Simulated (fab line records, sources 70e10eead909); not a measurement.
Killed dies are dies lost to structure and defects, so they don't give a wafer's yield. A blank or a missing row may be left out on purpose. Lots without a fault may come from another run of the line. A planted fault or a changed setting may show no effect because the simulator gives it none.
fab line records | flow nand_harc
record lots=13 wafers=38 last_day=33
route steps=1302 shown P_M1@305 P_M2@326 END@1302
lots that met no fault: from a run of the same line without faults
start_h: hours from the record's first day to the start of the lot's first wafer shown | wait_h: hours since the lot's step before | " the same as in the row above | L1.1+2: a row that stands for several wafers | - no value, or no start given | * or withheld: withheld | < > ~ a bound
route shown NAME@n: a module of which the file shows steps, and the number in the route of the first | usual: mean/standard deviation of fault-free wafers | same: alike in all rows | chamber/n: place in a boat | sites: the reading at each site | _std_site: their standard deviation | _edge_site: outer sites' mean less inner sites' | radius_mm: how far each site lies from the wafer's centre | mask NAME#n: copy n | behind: the tool/chamber that last shaped the wafer | hold: why the lot was held/for how many hours/how that ended | device: the transistor (n, p or np) that didn't switch | end of line: the same wafers' tests at the end of the route | a step without rows: its recipe alone | killed: dies lost to structure and defects at the first sort, not the wafer's yield | map: a wafer's dies, x killed, . not, _ none there
set.NAME: the setting as run; set.NAME@STEP: as run at that earlier step | model.NAME: the simulator's own value behind a step, which no gauge read
steps of the route over a sample of lots; a table a step, a row a wafer
services: from which hour (start_h, from the record's first day; less than 0 if before it) a tool's chamber was out of use, for how many hours, and why
## steps
# step NHARC_P_M1_DEGAS_29
# recipe temp_c=250 time_s=60
# usual heater_power_w=335/28
# columns lot.wafer tool chamber start_h wait_h heater_power_w
L881.4 pvd_sputter-02 - 121.87 - 334
L881.1 " - " " 342
L881.2 " - " " 298
L882.2 pvd_sputter-01 - 137.68 - 362
L882.5 " - " " 384
L882.6 " - " " 357
L884.2 pvd_sputter-02 - 156.62 - 328
L884.3 " - " " 334
L884.6 " - " " 303
L885.1 pvd_sputter-03 - 165.36 - 328
L885.3 " - " " 323
L885.5 " - " " 323
L886.2 pvd_sputter-02 - 175.50 - 286
L886.5 " - " " 331
L886.6 " - " " 349
L887.1 pvd_sputter-03 - 190.15 - 365
L887.3 " - " " 330
L887.5 " - " " 359
L888.4 pvd_sputter-01 - 204.65 - 370
L888.3 " - " " 296
L888.6 " - " " 379
L890.2 pvd_sputter-01 - 222.49 - 359
L890.4 " - " " 374
L890.6 " - " " 356
L891.2 pvd_sputter-02 - 237.77 - 298
L891.3 " - " " 280
L891.5 " - " " 345
L893.5 pvd_sputter-01 - 248.51 - 302
L893.6 " - " " 333
L894.2 pvd_sputter-03 - 270.20 - 316
L894.1 " - " " 322
L894.6 " - " " 348
L903.2 pvd_sputter-01 - 349.51 - 370
L903.1 " - " " 342
L903.6 " - " " 362
L904.2 pvd_sputter-01 - 357.41 - 372
L904.3 " - " " 339
L904.6 " - " " 374
# step NHARC_P_M1_INSPECT_27
# usual raw_defect_count=300/120
# columns lot.wafer tool chamber start_h wait_h raw_defect_count
L881.1 defect_inspect-02 - 123.42 0.0 310
L881.2 " - " " 455
L881.4 " - " " 391
L882.2 defect_inspect-02 - 139.22 0.0 292
L882.5 " - " " 321
L882.6 " - " " 510
L884.2 defect_inspect-02 - 158.18 0.0 449
L884.3 " - " " 283
L884.6 " - " " 453
L885.1 defect_inspect-01 - 167.33 0.0 554
L885.3 " - " " 287
L885.5 " - " " 166
L886.2 defect_inspect-01 - 177.39 0.0 192
L886.5 " - " " 243
L886.6 " - " " 403
L887.1 defect_inspect-01 - 191.71 0.0 226
L887.3 " - " " 339
L887.5 " - " " 355
L888.3 defect_inspect-01 - 206.20 0.0 193
L888.4 " - " " 316
L888.6 " - " " 209
L890.2 defect_inspect-01 - 224.03 0.0 260
L890.4 " - " " 281
L890.6 " - " " 161
L891.2 defect_inspect-01 - 239.43 0.0 219
L891.3 " - " " 152
L891.5 " - " " 195
L893.5 defect_inspect-01 - 250.04 0.0 121
L893.6 " - " " 217
L894.1 defect_inspect-02 - 271.75 0.0 383
L894.2 " - " " 280
L894.6 " - " " 476
L903.1 defect_inspect-01 - 351.07 0.0 366
L903.2 " - " " 267
L903.6 " - " " 259
L904.2 defect_inspect-02 - 358.97 0.0 309
L904.3 " - " " 171
L904.6 " - " " 339
# step NHARC_P_M2_PEB_07
# recipe peb_temp_c=100 peb_time_s=65
# usual heater_power_total_W=156.6/0.44
# columns lot.wafer tool chamber start_h wait_h heater_power_total_W
L881.1 litho_track-01 0 124.83 0.1 157.0
L881.2 " 0 " " 157.2
L881.4 " 0 " " 156.1
L882.2 litho_track-01 0 140.62 0.1 156.4
L882.5 " 0 " " 156.1
L882.6 " 0 " " 156.2
L884.2 litho_track-04 0 159.37 0.1 157.0
L884.3 " 0 " " 156.4
L884.6 " 0 " " 156.4
L885.1 litho_track-04 0 168.51 0.1 156.1
L885.3 " 0 " " 156.6
L885.5 " 0 " " 156.6
L886.2 litho_track-04 0 178.81 0.1 155.9
L886.5 " 0 " " 157.1
L886.6 " 0 " " 156.2
L887.1 litho_track-06 0 193.02 0.1 156.4
L887.3 " 0 " " 156.5
L887.5 " 0 " " 156.8
L888.3 litho_track-06 0 207.38 0.0 157.2
L888.4 " 0 " " 156.2
L888.6 " 0 " " 156.6
L890.2 litho_track-01 0 225.21 0.1 157.1
L890.4 " 0 " " 157.1
L890.6 " 0 " " 157.2
L891.2 litho_track-06 0 240.80 0.1 155.9
L891.3 " 0 " " 156.5
L891.5 " 0 " " 156.3
L893.5 litho_track-06 0 251.35 0.0 155.9
L893.6 " 0 " " 175.8
L894.1 litho_track-04 0 273.07 0.1 156.2
L894.2 " 0 " " 156.8
L894.6 " 0 " " 156.0
L903.1 litho_track-04 0 352.42 0.1 156.0
L903.2 " 0 " " 157.1
L903.6 " 0 " " 157.2
L904.2 litho_track-01 0 360.29 0.1 156.7
L904.3 " 0 " " 156.1
L904.6 " 0 " " 156.0
# step NHARC_P_M2_CD_MEAS_09
# recipe target_cd_nm=170 landing_energy_ev=500
# usual cd_nm=170.1/0.63
# columns lot.wafer tool chamber start_h wait_h cd_nm
L881.1 cd_sem-03 0 124.91 - 170.3
L881.2 " 0 " " 171.2
L881.4 " 0 " " 170.4
L882.2 cd_sem-01 0 140.71 - 169.8
L882.5 " 0 " " 169.1
L882.6 " 0 " " 169.5
L884.2 cd_sem-03 0 159.45 - 170.8
L884.3 " 0 " " 171.1
L884.6 " 0 " " 170.5
L885.1 cd_sem-03 0 168.60 - 170.6
L885.3 " 0 " " 170.7
L885.5 " 0 " " 170.0
L886.2 cd_sem-01 0 178.89 - 171.0
L886.5 " 0 " " 170.8
L886.6 " 0 " " 171.0
L887.1 cd_sem-01 0 193.10 - 169.9
L887.3 " 0 " " 170.1
L887.5 " 0 " " 170.5
L888.3 cd_sem-02 0 207.46 - 169.7
L888.4 " 0 " " 169.1
L888.6 " 0 " " 168.9
L890.2 cd_sem-01 0 225.29 - 171.0
L890.4 " 0 " " 169.9
L890.6 " 0 " " 170.0
L891.2 cd_sem-03 0 240.88 - 169.5
L891.3 " 0 " " 170.5
L891.5 " 0 " " 168.8
L893.5 cd_sem-02 0 251.44 - 169.2
L893.6 " 0 " " 162.4
L894.1 cd_sem-02 0 273.15 - 170.1
L894.2 " 0 " " 171.1
L894.6 " 0 " " 170.4
L903.1 cd_sem-02 0 352.50 - 170.6
L903.2 " 0 " " 170.2
L903.6 " 0 " " 171.3
L904.2 cd_sem-02 0 360.37 - 170.1
L904.3 " 0 " " 170.5
L904.6 " 0 " " 169.4
# step NHARC_P_M2_ETCH_15
# recipe target_depth_a=1825 time_s=91.2 c4f8_flow_sccm=withheld ar_flow_sccm=400 rf_w=600 bias_w=300 chemistry=C4F8/Ar
# usual chamber_pressure_mTorr=25.000/0.023 oes_product_au=0.945/0.024 rf_vpp_V=442.3/1.8
# columns lot.wafer tool chamber start_h wait_h chamber_pressure_mTorr oes_product_au rf_hours_counter_h rf_vpp_V
L881.4 rie_diel-09 3 - - 24.991 0.916 6.8 440.1
L881.2 " 1 " " 25.044 0.920 7.1 441.2
L881.1 " 2 " " 24.963 0.930 7.0 443.7
L882.2 rie_diel-09 1 - - 25.010 0.991 7.3 442.3
L882.5 " 1 " " 25.025 0.987 - 441.6
L882.6 " 2 " " 25.018 0.972 - 444.6
L884.2 rie_diel-09 1 - - 25.025 0.977 0.1 441.2
L884.3 " 0 " " 25.000 0.964 0.1 443.1
L884.6 " 1 " " 25.024 0.985 - 441.8
L885.3 rie_diel-11 0 - - 24.992 0.941 5.0 439.6
L885.1 " 1 " " 24.971 0.927 5.2 444.3
L885.5 " 0 " " 24.981 0.926 - 442.0
L886.2 rie_diel-09 0 - - 25.007 0.939 1.0 443.5
L886.5 " 2 " " 24.934 0.955 - 444.9
L886.6 " 3 " " 25.011 0.945 - 441.8
L887.3 rie_diel-09 0 - - 24.994 0.969 1.5 442.7
L887.1 " 2 " " 24.995 1.001 1.8 445.3
L887.5 " 0 " " 25.002 0.960 - 444.3
L888.4 rie_diel-11 0 - - 24.968 0.923 6.4 441.0
L888.3 " 3 " " 24.996 0.918 5.3 438.0
L888.6 " 0 " " 25.025 0.926 - 440.7
L890.2 rie_diel-11 2 - - 25.033 0.909 7.2 442.2
L890.4 " 0 " " 25.014 0.923 7.9 441.9
L890.6 " 1 " " 25.045 0.909 - 442.7
L891.3 rie_diel-11 1 - - 24.983 0.930 9.3 441.9
L891.2 " 3 " " 24.987 0.923 7.7 439.1
L891.5 " 0 " " 25.010 0.931 - 441.3
L893.5 rie_diel-11 3 - - 25.001 0.929 - 437.5
L893.6 " 0 " " 24.979 0.920 - 439.6
L894.1 rie_diel-09 2 - - 25.022 0.936 6.2 444.0
L894.2 " 0 " " 24.995 0.923 5.0 444.1
L894.6 " 3 " " 24.986 0.921 - 440.9
L903.1 rie_diel-08 0 - - 24.996 0.981 6.2 442.7
L903.2 " 3 " " 25.000 0.946 7.2 439.6
L903.6 " 0 " " 24.993 0.982 - 443.0
L904.2 rie_diel-09 2 - - 25.004 0.958 1.2 444.3
L904.3 " 0 " " 25.040 0.965 1.2 442.2
L904.6 " 3 " " 25.029 0.949 - 441.3
# step NHARC_END_SORT_01
# recipe temp_c=25
# usual defect_limited_yield=91.1/2.9 killed_at_array=55/20 killed_at_other=1.1/1.2 killed_at_periphery=3.8/2.8 killed_dies=60/19 killed_open=3.4/1.9 killed_short=2.2/1.5
# same gross_dies=677
# columns lot.wafer tool chamber start_h wait_h defect_limited_yield[%] killed_at_array killed_at_other killed_at_periphery killed_dies killed_open killed_short
L891.2 prober-02 0 683.77 2.8 93.8 37 0 5 42 4 2
L891.3 prober-02 0 684.58 3.1 94.8 31 1 3 35 5 0
L891.5 prober-02 0 686.20 3.7 91.9 49 1 5 55 6 4
# killed by level:class
L891.2 A_CHANNEL_HOLE_D2:chamber_film_flake=13 A_CHANNEL_HOLE_D1:chamber_film_flake=6 A_STAIRCASE:chamber_film_flake=6 A_CONTACT:chamber_film_flake=4 P_GATE:chamber_film_flake=3 A_SLIT:chamber_film_flake=2 A_WL_FILL:chamber_film_flake=2 P_STI:geometric_particle:open=1
L891.3 A_CHANNEL_HOLE_D2:chamber_film_flake=16 A_CONTACT:chamber_film_flake=4 P_GATE:chamber_film_flake=2 A_CHANNEL_HOLE_D1:chamber_film_flake=2 A_STAIRCASE:chamber_film_flake=2 A_WL_FILL:chamber_film_flake=2 P_M0:geometric_particle:open=1 A_CHANNEL_FILL_D2:geometric_particle:open=1
L891.5 A_CHANNEL_HOLE_D2:chamber_film_flake=14 A_BONDPAD:chamber_film_flake=7 A_CHANNEL_HOLE_D1:chamber_film_flake=5 A_SLIT:chamber_film_flake=5 A_ONON_D2:geometric_particle:open=3 P_GATE:chamber_film_flake=3 A_STAIRCASE:chamber_film_flake=3 A_ZERO_WELL:chamber_film_flake=2
## services
# columns tool chamber start_h hours kind
pvd_sputter-02 - 100.96 4.0 repair
pvd_sputter-01 - 111.53 11.3 repair
rie_diel-09 2 113.36 3.7 repair
pvd_sputter-02 - 130.67 2.3 repair
rie_diel-09 - 143.15 9.0 pm
litho_track-01 - 155.00 7.0 pm
pvd_sputter-01 - 157.24 1.8 repair
pvd_sputter-01 - 168.93 4.1 repair
pvd_sputter-03 - 170.04 10.0 pm
litho_track-06 - 179.00 7.0 pm
litho_track-04 - 203.00 7.0 pm
pvd_sputter-01 - 223.04 2.9 repair
pvd_sputter-01 - 226.67 10.0 pm
rie_diel-11 0 242.89 5.3 repair
rie_diel-11 - 255.50 9.0 pm
pvd_sputter-02 - 269.72 1.4 repair
rie_diel-09 3 275.11 9.4 repair
pvd_sputter-02 - 282.96 10.0 pm
rie_diel-09 - 320.15 9.0 pm
litho_track-01 - 330.00 7.0 pm
rie_diel-11 2 334.93 9.6 repair
pvd_sputter-03 - 346.75 0.9 repair
litho_track-06 - 354.00 7.0 pm
rie_diel-11 0 360.69 6.0 repair
## key
first_sign step=NHARC_P_M2_PEB_07 reading=heater_power_total_W direction=up sigmas=44 usual=* struck=*
effect step=NHARC_P_M2_CD_MEAS_09 reading=cd_nm direction=down sigmas=12 usual=170.1 struck=162.4
met_at NHARC_P_M2_PEB_07
struck_lots L893
struck_wafers L893.6
not_acting_at NHARC_P_M1_DEGAS_29,NHARC_P_M1_INSPECT_27,NHARC_P_M2_ETCH_15
onset_between 240.80 251.35
fault kind=process_parameter_drift tool=litho_track-06 chamber=- onset_h=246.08 steps=NHARC_P_M2_PEB_07 channel=peb_time_s offset=* shape=step end_h=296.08 scope=struck_wafers_only acts_in=* stated=*
